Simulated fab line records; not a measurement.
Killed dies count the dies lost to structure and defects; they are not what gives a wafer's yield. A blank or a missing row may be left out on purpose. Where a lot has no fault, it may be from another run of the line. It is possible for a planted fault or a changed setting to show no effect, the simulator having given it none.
Split-lot trial	flow n5Finfet	route with 1938 steps; 7 lots, 21 wafers read

## THE SPLIT
At N5_BEOL_M13_COAT_58 (time 60 s, resist thk 89 nm), the setting spinRpm was moved away from the recipe's 1500 rpm on 9 of the 21 wafers read, by -10.7% to +4.6%. This setting was run at the recipe's value on the other wafers.

## FROM THE SPLIT TO THE READING: what the file shows between them, 6 steps
- N5_BEOL_M13_EXPOSE_07: exposes mask V12 (also split here: doseMj)
- N5_BEOL_M13_PEB_08: peb time 90 s
- N5_BEOL_M13_DEVELOP_09: develop time 45 s
- N5_BEOL_M13_HARDBAKE_14: time 120 s
- N5_BEOL_M13_CD_MEAS_10: target cd 190 nm
- N5_BEOL_M13_DESCUM_15: chemistry O2, time 7.9 s

## THE READING
etch.depthNm (the simulator's own value, which no gauge read), in nm, at N5_BEOL_M13_ETCH_59 (etches BARC in N2/H2, target depth 89 nm, overetch 26.7 nm, time 67.9 s). The file does not state a usual value for it. Here, 12 wafers ran the recipe; their average is 89.12 nm with a standard deviation of 0.21 nm.

wafer	tool, chamber at the split	spinRpm as run, rpm	against the recipe	etch.depthNm, nm	against lot-mates on the recipe
L079.1	lithoTrack-02, 0	1500	recipe	88.81	-
L079.2	lithoTrack-02, 0	1500	recipe	89.32	-
L079.5	lithoTrack-02, 0	1500	recipe	89.43	-
L088.2	lithoTrack-03, 0	1427	-4.9%	91.02	+2.11
L088.4	lithoTrack-03, 0	1500	recipe	88.91	-
L088.6	lithoTrack-03, 0	1427	-4.9%	91.47	+2.56
L094.1	lithoTrack-05, 0	1500	recipe	89.26	-
L094.4	lithoTrack-05, 0	1339	-10.7%	94.99	+5.73
L094.6	lithoTrack-05, 0	1339	-10.7%	94.66	+5.40
L090.1	lithoTrack-02, 0	1443	-3.8%	90.98	+1.91
L090.3	lithoTrack-02, 0	1500	recipe	89.02	-
L090.5	lithoTrack-02, 0	1500	recipe	89.12	-
L096.1	lithoTrack-02, 0	1569	+4.6%	86.97	-2.03
L096.3	lithoTrack-02, 0	1500	recipe	89	-
L096.6	lithoTrack-02, 0	1569	+4.6%	86.88	-2.12
L092.1	lithoTrack-02, 0	1565	+4.3%	86.73	-2.03
L092.2	lithoTrack-02, 0	1565	+4.3%	86.93	-1.83
L092.3	lithoTrack-02, 0	1500	recipe	88.76	-
L095.1	lithoTrack-03, 0	1500	recipe	89.39	-
L095.2	lithoTrack-03, 0	1500	recipe	89.2	-
L095.6	lithoTrack-03, 0	1500	recipe	89.2	-

THE FIT
A straight line over all 21 wafers: etch.depthNm changes by -0.512 nm for each +1% of spinRpm; r = -0.99; the points scatter about the line by 0.24 nm.
The same after taking each lot's own level away (the mean of its wafers on the recipe; 21 wafers): -0.495 nm for each +1%; r = -1.00; scatter 0.19 nm.
The reading moves by 5.3 nm for the largest change in spinRpm, on that fit.
From 88.760 to 89.263 nm: that is the span of the lots' own levels, equal to 2.4 times the standard deviation above.
The two slopes are in agreement: the lot-to-lot level therefore moves the slope only a little.
Check: for one of the wafers moved furthest among these (-10.7%), held out of the fit, the line's prediction against its lot-mates is +5.2 nm. Against them it came out at +5.73 nm.

## ADDITIONAL SPLITS CARRIED BY THESE WAFERS
Other splits were also applied to these wafers ahead of the reading. Each is held against what the fit with the lots' levels taken away leaves over:
other split on the same wafers	wafers away from the commonest value	r with etch.depthNm (lot level and that fit taken away)
N5_BEOL_M12_ILD_DEP_00 timeS	7	-0.04
N5_BEOL_M13_EXPOSE_07 doseMj	3	+0.13

## THE WHOLE CHAIN: every reading that the file lists as answering this split, in the file's order
step	what it does	reading	change (the file's fit)	r (the file's)
N5_BEOL_M13_COAT_58	time 60 s, resist thk 89 nm	BARC_of_BEOL_M13_COAT_58.thkNm (the simulator's own value, which no gauge read)	-0.496 nm for each +1% of the setting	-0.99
N5_BEOL_M13_ETCH_59	etches BARC in N2/H2, target depth 89 nm, overetch 26.7 nm, time 67.9 s	etch.depthNm (the simulator's own value, which no gauge read)	-0.498 nm for each +1% of the setting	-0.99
N5_BEOL_M13_STRIP_64	strips in N2/H2	stripTimeToEndpointS	withheld for each +1% of the setting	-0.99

## THE FILE'S OWN FIT
etch.depthNm changes by -0.498 nm for each +1% of spinRpm, r = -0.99.
